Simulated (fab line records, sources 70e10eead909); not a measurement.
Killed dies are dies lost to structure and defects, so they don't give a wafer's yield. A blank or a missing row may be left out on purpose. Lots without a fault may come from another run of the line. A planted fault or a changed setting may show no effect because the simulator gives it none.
fab line records | flow nand_harc
record lots=5 wafers=15 last_day=33
route steps=1302 shown A_ONON_D1@447 A_CHANNEL_HOLE_D1@450
lots that met no fault: from a run of the same line without faults
start_h: hours from the record's first day to the start of the lot's first wafer shown | wait_h: hours since the lot's step before | " the same as in the row above | L1.1+2: a row that stands for several wafers | - no value, or no start given | * or withheld: withheld | < > ~ a bound
route shown NAME@n: a module of which the file shows steps, and the number in the route of the first | usual: mean/standard deviation of fault-free wafers | same: alike in all rows | chamber/n: place in a boat | sites: the reading at each site | _std_site: their standard deviation | _edge_site: outer sites' mean less inner sites' | radius_mm: how far each site lies from the wafer's centre | mask NAME#n: copy n | behind: the tool/chamber that last shaped the wafer | hold: why the lot was held/for how many hours/how that ended | device: the transistor (n, p or np) that didn't switch | end of line: the same wafers' tests at the end of the route | a step without rows: its recipe alone | killed: dies lost to structure and defects at the first sort, not the wafer's yield | map: a wafer's dies, x killed, . not, _ none there
set.NAME: the setting as run; set.NAME@STEP: as run at that earlier step | model.NAME: the simulator's own value behind a step, which no gauge read
lots at some steps of the route; a table a step, a row a wafer
services: from which hour (start_h, from the record's first day; less than 0 if before it) a tool's chamber was out of use, for how many hours, and why
## steps
# step NHARC_A_ONON_D1_THK_MEAS_34
# recipe thk_meas_gauge=ellipsometry
# usual thk_nm=199.7/2.5
# columns lot.wafer tool chamber start_h wait_h thk_nm
L087.3 film_metro-01 - 306.97 - 197.6
L087.4 " - " " 201.0
L087.5 " - " " 199.9
L089.2 film_metro-01 - 331.68 - 197.8
L089.4 " - " " 200.0
L089.5 " - " " 200.0
L094.1 film_metro-01 - 377.11 - 197.6
L094.2 " - " " 196.0
L094.4 " - " " 198.0
L095.4 film_metro-01 - 388.54 - 202.9
L095.5 " - " " 199.4
L095.6 " - " " 200.4
L096.1 film_metro-02 - 396.37 - 198.7
L096.3 " - " " 196.5
L096.5 " - " " 200.9
# step NHARC_A_ONON_D1_INSPECT_32
# usual raw_defect_count=72/26
# columns lot.wafer tool chamber start_h wait_h raw_defect_count
L087.3 defect_inspect-01 - 307.05 0.0 29
L087.4 " - " " 89
L087.5 " - " " 38
L089.2 defect_inspect-01 - 331.74 0.0 52
L089.4 " - " " 73
L089.5 " - " " 55
L094.1 defect_inspect-02 - 377.18 0.0 58
L094.2 " - " " 73
L094.4 " - " " 67
L095.4 defect_inspect-02 - 388.63 0.0 118
L095.5 " - " " 52
L095.6 " - " " 66
L096.1 defect_inspect-01 - 396.45 0.0 110
L096.3 " - " " 99
L096.5 " - " " 64
# step NHARC_A_CHANNEL_HOLE_D1_DEP_00
# recipe target_thk_a=31000 temp_c=400 material=aC
# usual throttle_valve_pct=34.999/0.0094
# columns lot.wafer tool chamber start_h wait_h throttle_valve_pct
L087.3 acl_dep-02 0 307.76 0.7 35.005
L087.4 " 0 " " 35.012
L087.5 " 0 " " 34.996
L089.2 acl_dep-02 0 332.13 0.4 35.000
L089.4 " 0 " " 35.005
L089.5 " 0 " " 35.005
L094.1 acl_dep-03 0 379.25 2.1 35.006
L094.2 " 0 " " 34.989
L094.4 " 0 " " 35.000
L095.4 acl_dep-03 0 391.19 2.6 35.003
L095.5 " 0 " " 34.999
L095.6 " 0 " " 35.017
L096.1 acl_dep-03 0 396.52 0.1 34.994
L096.3 " 0 " " 35.005
L096.5 " 0 " " 34.995
# step NHARC_A_CHANNEL_HOLE_D1_DEP_01
# recipe target_thk_a=1400 target_thk_nm=140 temp_c=400 pressure_torr=3.5 flow_sccm=200 rf_w=350 material=SiON
# usual heater_power_w=760/85
# columns lot.wafer tool chamber start_h wait_h heater_power_w
L087.3 pecvd-03 2 309.14 1.0 821
L087.4 " 0 " " 805
L087.5 " 1 " " 734
L089.2 pecvd-04 0 333.81 1.4 697
L089.4 " 1 " " 711
L089.5 " 1 " " 739
L094.1 pecvd-03 1 381.19 1.6 665
L094.2 " 0 " " 973
L094.4 " 2 " " 698
L095.4 pecvd-02 0 392.23 0.7 787
L095.6 " 1 " " 832
L095.5 " 2 " " 680
L096.1 pecvd-04 2 398.43 1.6 854
L096.3 " 0 " " 735
L096.5 " 1 " " 779
# step NHARC_A_CHANNEL_HOLE_D1_DEHYDRATE_02
# recipe temp_c=150 time_s=120
# usual plate_temp_C=149.97/0.13
# columns lot.wafer tool chamber start_h wait_h plate_temp_C
L087.3 litho_track-06 0 309.35 0.2 150.20
L087.4 " 0 " " 149.70
L087.5 " 0 " " 149.90
L089.2 litho_track-04 0 334.12 0.3 149.86
L089.4 " 0 " " 150.06
L089.5 " 0 " " 149.99
L094.1 litho_track-01 0 381.46 0.2 149.81
L094.2 " 0 " " 149.85
L094.4 " 0 " " 149.91
L095.4 litho_track-06 0 392.41 0.2 150.08
L095.5 " 0 " " 150.07
L095.6 " 0 " " 149.82
L096.1 litho_track-06 0 398.71 0.2 150.12
L096.3 " 0 " " 149.87
L096.5 " 0 " " 149.81
# step NHARC_A_CHANNEL_HOLE_D1_HMDS_03
# recipe time_s=30
# columns lot.wafer tool chamber start_h wait_h
L087.3+4+5 litho_track-06 0 - -
L089.2+4+5 litho_track-04 0 - -
L094.1+2+4 litho_track-01 0 - -
L095.4+5+6 litho_track-06 0 - -
L096.1+3+5 litho_track-06 0 - -
# step NHARC_A_CHANNEL_HOLE_D1_COAT_36
# recipe temp_c=260 time_s=75
# usual plate_temp_C=260.02/0.2
# columns lot.wafer tool chamber start_h wait_h plate_temp_C
L087.3 litho_track-06 0 - - 259.89
L087.4 " 0 " " 260.15
L087.5 " 0 " " 259.78
L089.2 litho_track-04 0 - - 259.73
L089.4 " 0 " " 259.74
L089.5 " 0 " " 259.75
L094.1 litho_track-01 0 - - 260.11
L094.2 " 0 " " 260.14
L094.4 " 0 " " 260.09
L095.4 litho_track-06 0 - - 259.83
L095.5 " 0 " " 260.18
L095.6 " 0 " " 259.94
L096.1 litho_track-06 0 - - 259.98
L096.3 " 0 " " 259.96
L096.5 " 0 " " 259.91
# step NHARC_A_CHANNEL_HOLE_D1_COAT_37
# recipe temp_c=225 time_s=65
# usual plate_temp_C=225.02/0.15
# columns lot.wafer tool chamber start_h wait_h plate_temp_C
L087.3 litho_track-06 0 - - 225.55
L087.4 " 0 " " 225.07
L087.5 " 0 " " 225.23
L089.2 litho_track-04 0 - - 225.01
L089.4 " 0 " " 225.12
L089.5 " 0 " " 225.00
L094.1 litho_track-01 0 - - 225.05
L094.2 " 0 " " 225.01
L094.4 " 0 " " 225.07
L095.4 litho_track-06 0 - - 225.15
L095.5 " 0 " " 225.15
L095.6 " 0 " " 225.06
L096.1 litho_track-06 0 - - 224.87
L096.3 " 0 " " 225.04
L096.5 " 0 " " 225.21
# step NHARC_A_CHANNEL_HOLE_D1_COAT_04
# recipe spin_rpm=1500 resist_thk_nm=90
# columns lot.wafer tool chamber start_h wait_h
L087.3+4+5 litho_track-06 0 - -
L089.2+4+5 litho_track-04 0 - -
L094.1+2+4 litho_track-01 0 - -
L095.4+5+6 litho_track-06 0 - -
L096.1+3+5 litho_track-06 0 - -
# step NHARC_A_CHANNEL_HOLE_D1_SOFTBAKE_05
# recipe temp_c=105 time_s=55
# usual plate_temp_C=104.99/0.12
# columns lot.wafer tool chamber start_h wait_h plate_temp_C
L087.3 litho_track-06 0 - - 105.01
L087.4 " 0 " " 105.11
L087.5 " 0 " " 105.15
L089.2 litho_track-04 0 - - 104.99
L089.4 " 0 " " 105.17
L089.5 " 0 " " 105.24
L094.1 litho_track-01 0 - - 104.88
L094.2 " 0 " " 104.83
L094.4 " 0 " " 104.84
L095.4 litho_track-06 0 - - 105.01
L095.5 " 0 " " 105.03
L095.6 " 0 " " 104.98
L096.1 litho_track-06 0 - - 104.85
L096.3 " 0 " " 104.92
L096.5 " 0 " " 104.86
# step NHARC_A_CHANNEL_HOLE_D1_EBR_06
# columns lot.wafer tool chamber start_h wait_h
L087.3+4+5 litho_track-06 0 - -
L089.2+4+5 litho_track-04 0 - -
L094.1+2+4 litho_track-01 0 - -
L095.4+5+6 litho_track-06 0 - -
L096.1+3+5 litho_track-06 0 - -
# step NHARC_A_CHANNEL_HOLE_D1_EXPOSE_07
# recipe na=1.35 target_cd_nm=100 sigma_outer=0.3 dose_mj=59.65 mask_id=HOLE_D1
# same na=1.35 sigma_outer=0.3
# columns lot.wafer tool chamber start_h wait_h mask
L087.3+4+5 arfi_scanner-01 0 309.66 - HOLE_D1#0
L089.2+4+5 arfi_scanner-03 0 334.44 - HOLE_D1#0
L094.1+2+4 arfi_scanner-02 0 381.77 - HOLE_D1#0
L095.4+5+6 arfi_scanner-03 0 392.74 - HOLE_D1#0
L096.1+3+5 arfi_scanner-02 0 399.02 - HOLE_D1#0
# step NHARC_A_CHANNEL_HOLE_D1_PEB_08
# recipe peb_temp_c=100 peb_time_s=65
# usual plate_temp_C=99.98/0.13
# columns lot.wafer tool chamber start_h wait_h plate_temp_C
L087.3 litho_track-01 0 309.72 0.0 99.92
L087.4 " 0 " " 99.75
L087.5 " 0 " " 100.14
L089.2 litho_track-06 0 334.49 0.1 99.86
L089.4 " 0 " " 100.12
L089.5 " 0 " " 100.14
L094.1 litho_track-06 0 381.83 0.1 99.95
L094.2 " 0 " " 100.10
L094.4 " 0 " " 99.87
L095.4 litho_track-01 0 392.78 0.0 99.82
L095.5 " 0 " " 99.69
L095.6 " 0 " " 99.81
L096.1 litho_track-01 0 399.08 0.1 99.88
L096.3 " 0 " " 99.92
L096.5 " 0 " " 100.03
# step NHARC_A_CHANNEL_HOLE_D1_DEVELOP_09
# recipe develop_time_s=35 dev_temp_c=23
# usual developer_temp_C=23.01/0.099
# same develop_time_s=35
# columns lot.wafer tool chamber start_h wait_h developer_temp_C
L087.3 litho_track-01 0 - - 22.85
L087.4 " 0 " " 22.92
L087.5 " 0 " " 22.87
L089.2 litho_track-06 0 - - 22.85
L089.4 " 0 " " 22.98
L089.5 " 0 " " 23.02
L094.1 litho_track-06 0 - - 22.99
L094.2 " 0 " " 23.11
L094.4 " 0 " " 22.90
L095.4 litho_track-01 0 - - 23.15
L095.5 " 0 " " 23.07
L095.6 " 0 " " 23.19
L096.1 litho_track-01 0 - - 22.96
L096.3 " 0 " " 22.93
L096.5 " 0 " " 23.11
# step NHARC_A_CHANNEL_HOLE_D1_CD_MEAS_10
# recipe target_cd_nm=100 landing_energy_ev=500
# usual cd_nm=100.0/0.38
# columns lot.wafer tool chamber start_h wait_h cd_nm
L087.3 cd_sem-03 0 309.80 - 100.5
L087.4 " 0 " " 100.1
L087.5 " 0 " " 100.4
L089.2 cd_sem-02 0 334.57 - 99.8
L089.4 " 0 " " 100.1
L089.5 " 0 " " 100.0
L094.1 cd_sem-02 0 381.91 - 99.8
L094.2 " 0 " " 100.0
L094.4 " 0 " " 99.6
L095.4 cd_sem-03 0 392.87 - 99.9
L095.5 " 0 " " 100.1
L095.6 " 0 " " 99.2
L096.1 cd_sem-03 0 399.16 - 99.8
L096.3 " 0 " " 99.4
L096.5 " 0 " " 99.6
# step NHARC_A_CHANNEL_HOLE_D1_OVL_MEAS_11
# usual overlay_x_nm=0.2/0.94 overlay_y_nm=-0.1/0.92
# columns lot.wafer tool chamber start_h wait_h overlay_x_nm overlay_y_nm
L087.3 overlay-02 - 309.88 - 1.5 1.5
L087.4 " - " " 1.3 1.6
L087.5 " - " " 1.4 1.2
L089.2 overlay-02 - 334.66 - 1.4 -0.1
L089.4 " - " " 1.3 -0.3
L089.5 " - " " 1.4 -0.4
L094.1 overlay-01 - 382.00 - 0.3 0.3
L094.2 " - " " 0.2 -0.4
L094.4 " - " " 0.3 0.3
L095.4 overlay-02 - 392.95 - 0.7 -0.2
L095.5 " - " " 0.3 -0.5
L095.6 " - " " 0.6 -0.2
L096.1 overlay-02 - 399.24 - -0.5 -1.1
L096.3 " - " " -0.7 -1.0
L096.5 " - " " -0.7 -1.2
# step NHARC_A_CHANNEL_HOLE_D1_INSPECT_12
# usual raw_defect_count=6/3.2
# columns lot.wafer tool chamber start_h wait_h raw_defect_count
L087.3 defect_inspect-01 - 309.92 0.0 1
L087.4 " - " " 10
L087.5 " - " " 4
L089.2 defect_inspect-01 - 334.70 0.0 5
L089.4 " - " " 4
L089.5 " - " " 2
L094.1 defect_inspect-02 - 382.03 0.0 3
L094.2 " - " " 2
L094.4 " - " " 4
L095.4 defect_inspect-02 - 392.99 0.0 8
L095.5 " - " " 6
L095.6 " - " " 6
L096.1 defect_inspect-01 - 399.28 0.0 9
L096.3 " - " " 6
L096.5 " - " " 6
# step NHARC_A_CHANNEL_HOLE_D1_DESCUM_15
# recipe time_s=3 o2_flow_sccm=200 ar_flow_sccm=0 bias_power_w=0 chemistry=O2
# usual chamber_pressure_mTorr=60.00/0.05 drypump_motor_current_A=5.51/0.24 mfc_ar_sccm=0.006/0.0075 oes_product_au=0.999/0.0073 rf_vpp_V=57.7/0.96 showerhead_plenum_p_Torr=1.90/0.066 throttle_valve_pct=11.311/0.0097
# columns lot.wafer tool chamber start_h wait_h chamber_pressure_mTorr drypump_motor_current_A mfc_ar_sccm oes_product_au rf_hours_counter_h rf_vpp_V showerhead_plenum_p_Torr throttle_valve_pct
L087.3 rie_diel-04 0 310.00 0.1 59.95 5.91 0 0.999 10 54.8 1.86 11.309
L087.5 " 1 " " 59.97 5.37 0.009 1.001 - 57.5 1.83 11.308
L087.4 " 3 " " 60.03 5.32 0.012 1.000 - 57.6 1.98 11.315
L089.2 rie_diel-04 1 334.78 0.1 60.06 5.40 0.009 0.996 10 55.3 1.82 11.304
L089.5 " 2 " " 59.92 5.68 0 0.979 - 57.5 1.93 11.303
L089.4 " 3 " " 60.03 5.33 0.012 0.993 - 59.6 1.98 11.310
L094.1 rie_diel-04 2 382.10 0.1 60.01 5.65 0 0.993 1 57.5 1.93 11.300
L094.2 " 0 " " 59.94 5.92 0 1.009 2 59.1 1.86 11.307
L094.4 " 1 " " 60.05 5.40 0.009 1.005 1 57.4 1.82 11.327
L095.6 rie_diel-04 2 393.08 0.1 60.02 5.65 0 0.996 - 56.4 1.93 11.318
L095.4 " 0 " " 59.93 5.90 0 1.008 - 57.9 1.86 11.315
L095.5 " 1 " " 60.01 5.39 0.009 1.002 - 56.3 1.82 11.309
L096.3 rie_diel-04 0 399.35 0.1 60.09 5.91 0 1.008 4 56.5 1.86 11.303
L096.1 " 1 " " 60.06 5.35 0.009 0.994 4 56.8 1.82 11.306
L096.5 " 0 " " 60.04 5.91 0 0.999 - 57.3 1.86 11.312
# step NHARC_A_CHANNEL_HOLE_D1_ETCH_38
# recipe target_depth_a=390 over_etch_frac=0.3 time_s=65 ion_energy_ev=80 cf4_flow_sccm=150 ar_flow_sccm=0 rf_w=300 bias_w=100 chemistry=CF4
# usual chamber_pressure_mTorr=50.00/0.045 drypump_motor_current_A=5.51/0.25 mfc_ar_sccm=0.006/0.0077 oes_product_au=0.998/0.0074 rf_vpp_V=151.0/1 showerhead_plenum_p_Torr=1.76/0.054 throttle_valve_pct=13.284/0.0098
# columns lot.wafer tool chamber start_h wait_h chamber_pressure_mTorr drypump_motor_current_A mfc_ar_sccm oes_product_au rf_hours_counter_h rf_vpp_V showerhead_plenum_p_Torr throttle_valve_pct
L087.3 rie_diel-04 0 310.10 0.1 49.98 5.92 0 0.996 10 149.6 1.73 13.293
L087.5 " 1 " " 49.99 5.37 0.009 1.001 - 149.6 1.69 13.280
L087.4 " 0 " " 49.96 5.93 0 0.984 - 151.3 1.73 13.287
L089.2 rie_diel-04 3 334.86 0.1 50.05 5.32 0.012 0.984 13 151.5 1.83 13.290
L089.4 " 3 " " 50.01 5.30 0.012 0.997 - 153.1 1.83 13.279
L089.5 " 2 " " 50.01 5.62 0 0.999 - 151.2 1.78 13.293
L094.2 rie_diel-04 1 382.18 0.1 50.01 5.35 0.009 0.996 1 150.4 1.69 13.278
L094.1 " 2 " " 49.98 5.66 0 0.978 1 151.0 1.78 13.295
L094.4 " 0 " " 50.01 5.92 0 0.996 2 150.7 1.72 13.298
L095.5 rie_diel-04 0 393.17 0.1 49.95 5.88 0 1.002 - 150.5 1.72 13.286
L095.6 " 1 " " 49.95 5.38 0.009 1.004 - 149.0 1.69 13.302
L095.4 " 2 " " 50.02 5.66 0 0.998 - 150.6 1.78 13.294
L096.3 rie_diel-04 1 399.44 0.1 49.92 5.36 0.009 0.990 4 150.5 1.69 13.270
L096.1 " 2 " " 49.94 5.66 0 0.991 4 151.3 1.78 13.281
L096.5 " 1 " " 50.06 5.39 0.009 1.004 - 150.5 1.69 13.286
# step NHARC_A_CHANNEL_HOLE_D1_ETCH_39
# recipe target_depth_a=2600 over_etch_frac=0.3 time_s=325 ion_energy_ev=200 n2_flow_sccm=150 h2_flow_sccm=150 ar_flow_sccm=0 rf_w=400 bias_w=150 chemistry=N2/H2
# usual chamber_pressure_mTorr=30.000/0.027 drypump_motor_current_A=5.52/0.26 h2_flow_sccm=150.0/0.45 mfc_ar_sccm=0.006/0.0079 oes_product_au=1.000/0.0073 rf_vpp_V=430.1/2.1 showerhead_plenum_p_Torr=2.02/0.069 throttle_valve_pct=14.172/0.0089
# columns lot.wafer tool chamber start_h wait_h chamber_pressure_mTorr drypump_motor_current_A h2_flow_sccm mfc_ar_sccm oes_product_au rf_hours_counter_h rf_vpp_V showerhead_plenum_p_Torr throttle_valve_pct
L087.3 rie_diel-04 0 - - 30.022 5.92 150.4 0 1.004 10 429.7 1.98 14.181
L087.5 " 0 " " 30.045 5.92 150.1 0 0.999 - 428.5 1.98 14.177
L087.4 " 3 " " 29.992 5.32 151.3 0.012 0.989 - 433.6 2.11 14.166
L089.2 rie_diel-04 1 - - 29.975 5.41 150.4 0.009 1.004 10 427.1 1.94 14.193
L089.5 " 1 " " 30.001 5.37 150.6 0.009 0.995 - 428.9 1.94 14.168
L089.4 " 3 " " 29.987 5.33 149.5 0.012 0.991 - 432.8 2.11 14.174
L094.2 rie_diel-04 0 - - 30.059 5.95 150.0 0 1.007 2 428.4 1.98 14.167
L094.4 " 1 " " 29.945 5.38 149.5 0.009 1.000 1 428.0 1.94 14.178
L094.1 " 2 " " 29.995 5.66 149.8 0 0.990 1 430.1 2.06 14.168
L095.6 rie_diel-04 0 - - 30.025 5.92 149.6 0 1.002 - 428.4 1.98 14.188
L095.5 " 1 " " 29.978 5.34 150.2 0.009 1.001 - 429.1 1.94 14.160
L095.4 " 2 " " 29.951 5.65 150.0 0 0.989 - 429.8 2.06 14.177
L096.1 rie_diel-04 0 - - 29.996 5.90 150.3 0 0.999 4 429.7 1.98 14.172
L096.3 " 1 " " 30.013 5.38 149.4 0.009 0.997 4 427.9 1.94 14.155
L096.5 " 0 " " 30.023 5.89 150.5 0 1.004 - 429.3 1.98 14.165
# step NHARC_A_CHANNEL_HOLE_D1_ETCH_34
# recipe target_depth_a=1540 time_s=77 cf4_flow_sccm=100 chf3_flow_sccm=30 ar_flow_sccm=0 rf_w=500 bias_w=200 chemistry=CF4/CHF3
# usual chamber_pressure_mTorr=25.001/0.025 drypump_motor_current_A=5.51/0.25 mfc_ar_sccm=0.006/0.0075 oes_product_au=0.949/0.021 rf_vpp_V=370.4/1.8 showerhead_plenum_p_Torr=1.57/0.052 throttle_valve_pct=16.801/0.0085
# columns lot.wafer tool chamber start_h wait_h chamber_pressure_mTorr drypump_motor_current_A mfc_ar_sccm oes_product_au rf_hours_counter_h rf_vpp_V showerhead_plenum_p_Torr throttle_valve_pct
L087.3 rie_diel-04 1 - - 25.001 5.38 0.009 0.933 8 369.1 1.50 16.821
L087.5 " 3 " " 25.050 5.32 0.012 0.924 - 374.8 1.63 16.796
L087.4 " 1 " " 24.979 5.39 0.009 0.924 - 368.6 1.50 16.814
L089.2 rie_diel-04 1 - - 24.945 5.39 0.009 0.923 10 368.1 1.50 16.809
L089.4 " 3 " " 24.985 5.30 0.012 0.915 - 371.4 1.63 16.805
L089.5 " 1 " " 25.015 5.39 0.009 0.931 - 367.1 1.50 16.797
L094.2 rie_diel-04 3 - - 25.020 5.33 0.012 0.962 2 372.6 1.62 16.807
L094.1 " 0 " " 24.989 5.92 0 0.971 2 370.5 1.53 16.796
L094.4 " 1 " " 25.008 5.37 0.009 0.972 1 367.1 1.50 16.799
L095.5 rie_diel-04 1 - - 24.996 5.39 0.009 0.947 - 368.5 1.50 16.801
L095.6 " 2 " " 24.969 5.66 0 0.942 - 370.8 1.58 16.819
L095.4 " 0 " " 25.018 5.91 0 0.943 - 369.4 1.53 16.800
L096.1 rie_diel-04 2 - - 24.976 5.65 0 0.957 4 371.6 1.58 16.802
L096.3 " 0 " " 24.972 5.90 0 0.970 5 368.6 1.53 16.804
L096.5 " 1 " " 25.011 5.36 0.009 0.969 - 369.3 1.50 16.795
# step NHARC_A_CHANNEL_HOLE_D1_ETCH_16
# recipe target_depth_a=31000 over_etch_frac=0.3 time_s=806 ion_energy_ev=150 o2_flow_sccm=400 cos_flow_sccm=20 ar_flow_sccm=0 rf_w=500 bias_w=300 chemistry=O2/COS
# usual chamber_pressure_mTorr=20.000/0.019 cos_flow_sccm=20.00/0.059 drypump_motor_current_A=5.52/0.25 mfc_ar_sccm=0.005/0.0073 oes_product_au=0.999/0.0076 rf_vpp_V=313.8/1.7 showerhead_plenum_p_Torr=3.10/0.098 throttle_valve_pct=28.330/0.0086
# columns lot.wafer tool chamber start_h wait_h chamber_pressure_mTorr cos_flow_sccm drypump_motor_current_A mfc_ar_sccm oes_product_au rf_hours_counter_h rf_vpp_V showerhead_plenum_p_Torr throttle_valve_pct
L087.3 rie_diel-04 1 - - 19.997 20.03 5.41 0.009 0.992 8 310.8 2.99 28.332
L087.4 " 3 " " 20.032 20.07 5.32 0.012 0.998 - 315.6 3.23 28.333
L087.5 " 0 " " 19.987 20.07 5.90 0 0.998 - 313.1 3.04 28.333
L089.2 rie_diel-04 2 - - 20.010 19.96 5.69 0 0.990 12 314.3 3.15 28.321
L089.5 " 2 " " 20.040 20.01 5.67 0 0.997 - 314.4 3.15 28.330
L089.4 " 3 " " 20.012 19.93 5.35 0.012 0.984 - 314.8 3.22 28.319
L094.2 rie_diel-04 0 - - 20.015 19.96 5.92 0 1.001 2 312.3 3.04 28.340
L094.1 " 2 " " 20.010 19.92 5.67 0 0.977 1 314.6 3.14 28.335
L094.4 " 3 " " 19.990 20.09 5.33 0.012 1.004 2 314.5 3.22 28.341
L095.4 rie_diel-04 1 - - 19.995 20.05 5.40 0.009 1.002 - 312.7 2.98 28.335
L095.5 " 2 " " 20.027 19.94 5.68 0 0.999 - 315.0 3.14 28.341
L095.6 " 0 " " 20.002 20.01 5.92 0 0.999 - 314.0 3.04 28.343
L096.3 rie_diel-04 0 - - 20.004 20.03 5.91 0 1.001 5 312.7 3.04 28.336
L096.1 " 1 " " 19.989 20.06 5.38 0.009 0.995 4 313.4 2.98 28.329
L096.5 " 1 " " 19.973 20.02 5.39 0.009 0.998 - 312.7 2.98 28.336
# step NHARC_A_CHANNEL_HOLE_D1_CD_MEAS_18
# usual cd_nm=98.8/1.6
# columns lot.wafer tool chamber start_h wait_h cd_nm
L087.3 cd_sem-03 - 311.30 - 99.7
L087.4 " - " " 99.8
L087.5 " - " " 98.3
L089.2 cd_sem-02 - 336.06 - 97.1
L089.4 " - " " 97.6
L089.5 " - " " 97.4
L094.1 cd_sem-02 - 383.20 - 98.4
L094.2 " - " " 100.0
L094.4 " - " " 100.7
L095.4 cd_sem-03 - 394.37 - 99.7
L095.5 " - " " 98.6
L095.6 " - " " 96.3
L096.1 cd_sem-02 - 400.53 - 102.4
L096.3 " - " " 101.6
L096.5 " - " " 102.4
# step NHARC_A_CHANNEL_HOLE_D1_ETCH_19
# recipe bias_v=1200 source_w=2500 pressure_mtorr=15 time_s=34.5 ar_flow_sccm=375 c4f8_flow_sccm=28.8 o2_flow_sccm=96.2 temp_c=-20 target_depth_a=* chemistry=C4F8/O2/Ar
# usual chamber_pressure_mTorr=15.001/0.014 drypump_motor_current_A=5.61/0.21 mfc_ar_sccm=374.9/1.1 showerhead_plenum_p_Torr=3.61/0.12 throttle_valve_pct=37.039/0.0093
# columns lot.wafer tool chamber start_h wait_h chamber_pressure_mTorr drypump_motor_current_A mfc_ar_sccm rf_hours_counter_h showerhead_plenum_p_Torr throttle_valve_pct
L087.4 har_etch-02 0 311.40 0.1 15.008 5.58 373.9 - 3.44 37.034
L087.3 " 1 " " 14.984 5.29 374.5 - 3.54 37.027
L087.5 " 0 " " 15.007 5.59 374.5 - 3.44 37.032
L089.2 har_etch-01 1 336.15 0.1 15.017 5.91 375.0 171 3.68 37.043
L089.4 " 0 " " 15.017 5.67 376.2 - 3.69 37.043
L089.5 " 0 " " 15.004 5.65 375.8 - 3.69 37.021
L094.2 har_etch-01 0 383.29 0.1 14.982 5.67 374.9 198 3.67 37.027
L094.1 " 1 " " 14.980 5.88 377.1 198 3.66 37.032
L094.4 " 0 " " 15.017 5.67 375.1 - 3.67 37.046
L095.4 har_etch-02 0 401.75 7.4 14.997 5.57 375.1 - 3.98 37.044
L095.5 " 0 " " 14.979 5.57 373.8 - 3.98 37.044
L095.6 " 1 " " 15.011 5.27 375.8 - 3.98 37.024
L096.1 har_etch-01 0 409.71 9.2 14.984 5.66 373.2 206 3.67 37.026
L096.3 " 0 " " 14.977 5.65 374.6 - 3.67 37.037
L096.5 " 1 " " 15.024 5.88 373.6 - 3.66 37.034
# step NHARC_A_CHANNEL_HOLE_D1_ETCH_20
# recipe bias_v=3000 source_w=withheld pressure_mtorr=20 time_s=361.9 ar_flow_sccm=375 c4f8_flow_sccm=89.3 o2_flow_sccm=35.7 temp_c=-20 target_depth_a=16000 chemistry=C4F8/O2/Ar
# usual chamber_pressure_mTorr=20.000/0.019 drypump_motor_current_A=5.61/0.21 mfc_ar_sccm=375.2/1.2 showerhead_plenum_p_Torr=3.58/0.12 throttle_valve_pct=32.155/0.0092
# columns lot.wafer tool chamber start_h wait_h chamber_pressure_mTorr drypump_motor_current_A mfc_ar_sccm rf_hours_counter_h showerhead_plenum_p_Torr throttle_valve_pct
L087.4 har_etch-02 0 311.58 0.2 20.002 5.57 374.6 - 3.41 32.160
L087.3 " 1 " " 20.001 5.32 375.1 - 3.51 32.159
L087.5 " 0 " " 20.020 5.57 375.8 - 3.41 32.156
L089.2 har_etch-01 1 336.26 0.1 19.967 5.90 376.4 171 3.64 32.148
L089.4 " 0 " " 19.992 5.67 374.0 - 3.65 32.167
L089.5 " 0 " " 20.020 5.68 374.3 - 3.65 32.163
L094.2 har_etch-01 0 383.40 0.1 20.006 5.69 375.4 198 3.63 32.149
L094.1 " 1 " " 20.022 5.88 373.5 198 3.62 32.161
L094.4 " 0 " " 20.006 5.67 375.8 - 3.63 32.169
L095.4 har_etch-02 0 401.93 0.2 20.009 5.58 375.9 - 3.93 32.160
L095.5 " 0 " " 19.992 5.58 377.5 - 3.93 32.154
L095.6 " 1 " " 19.979 5.32 374.4 - 3.93 32.165
L096.1 har_etch-01 0 409.86 0.1 20.009 5.64 375.1 206 3.63 32.148
L096.3 " 0 " " 19.972 5.64 375.4 - 3.63 32.153
L096.5 " 1 " " 19.992 5.93 372.6 - 3.62 32.145
# step NHARC_A_CHANNEL_HOLE_D1_ETCH_21
# recipe bias_v=3000 source_w=withheld pressure_mtorr=20 time_s=514.3 ar_flow_sccm=375 c4f8_flow_sccm=89.3 o2_flow_sccm=35.7 temp_c=-20 target_depth_a=16000 chemistry=C4F8/O2/Ar
# usual chamber_pressure_mTorr=20.001/0.018 drypump_motor_current_A=5.62/0.21 mfc_ar_sccm=375.1/1.1 showerhead_plenum_p_Torr=3.58/0.12 throttle_valve_pct=32.154/0.0096
# columns lot.wafer tool chamber start_h wait_h chamber_pressure_mTorr drypump_motor_current_A mfc_ar_sccm rf_hours_counter_h showerhead_plenum_p_Torr throttle_valve_pct
L087.4 har_etch-02 0 311.94 0.3 20.026 5.57 374.9 - 3.41 32.148
L087.3 " 1 " " 20.010 5.31 376.3 - 3.51 32.126
L087.5 " 0 " " 20.013 5.56 371.8 - 3.41 32.149
L089.2 har_etch-01 1 336.57 0.3 20.011 5.90 375.9 172 3.64 32.174
L089.4 " 0 " " 19.990 5.65 373.5 - 3.65 32.146
L089.5 " 0 " " 20.016 5.65 375.0 - 3.65 32.164
L094.2 har_etch-01 0 383.72 0.3 19.995 5.68 374.9 199 3.63 32.143
L094.1 " 1 " " 19.983 5.87 375.3 199 3.62 32.150
L094.4 " 0 " " 20.003 5.69 374.0 - 3.63 32.152
L095.4 har_etch-02 0 402.28 0.3 20.009 5.59 375.0 - 3.93 32.148
L095.5 " 0 " " 20.007 5.61 374.7 - 3.93 32.164
L095.6 " 1 " " 20.007 5.29 375.7 - 3.93 32.149
L096.1 har_etch-01 0 410.20 0.3 19.966 5.68 376.3 206 3.63 32.155
L096.3 " 0 " " 19.979 5.66 376.7 - 3.63 32.152
L096.5 " 1 " " 19.968 5.91 373.6 - 3.62 32.133
## services
# columns tool chamber start_h hours kind
rie_diel-04 0 285.35 - clean
rie_diel-04 1 285.35 - clean
rie_diel-04 2 285.35 - clean
rie_diel-04 3 285.35 - clean
pecvd-04 - 288.88 0.5 repair
arfi_scanner-03 - 300.89 1.3 repair
acl_dep-03 - 302.26 13.0 pm
rie_diel-04 2 306.28 4.5 repair
arfi_scanner-02 - 312.37 4.0 pm
pecvd-04 2 326.60 9.6 repair
litho_track-01 - 330.00 7.0 pm
arfi_scanner-03 - 331.53 0.3 repair
pecvd-03 - 331.71 3.2 repair
litho_track-06 - 354.00 7.0 pm
rie_diel-04 - 355.27 9.0 pm
pecvd-03 - 366.04 13.0 pm
arfi_scanner-03 - 369.47 4.0 pm
har_etch-02 - 377.00 17.0 pm
litho_track-04 - 378.00 7.0 pm
rie_diel-04 3 385.11 14.7 repair
pecvd-04 - 391.52 3.1 repair
pecvd-02 - 397.47 0.5 repair
pecvd-03 0 401.75 127.9 repair
pecvd-02 - 408.27 13.0 pm
## key
fault none
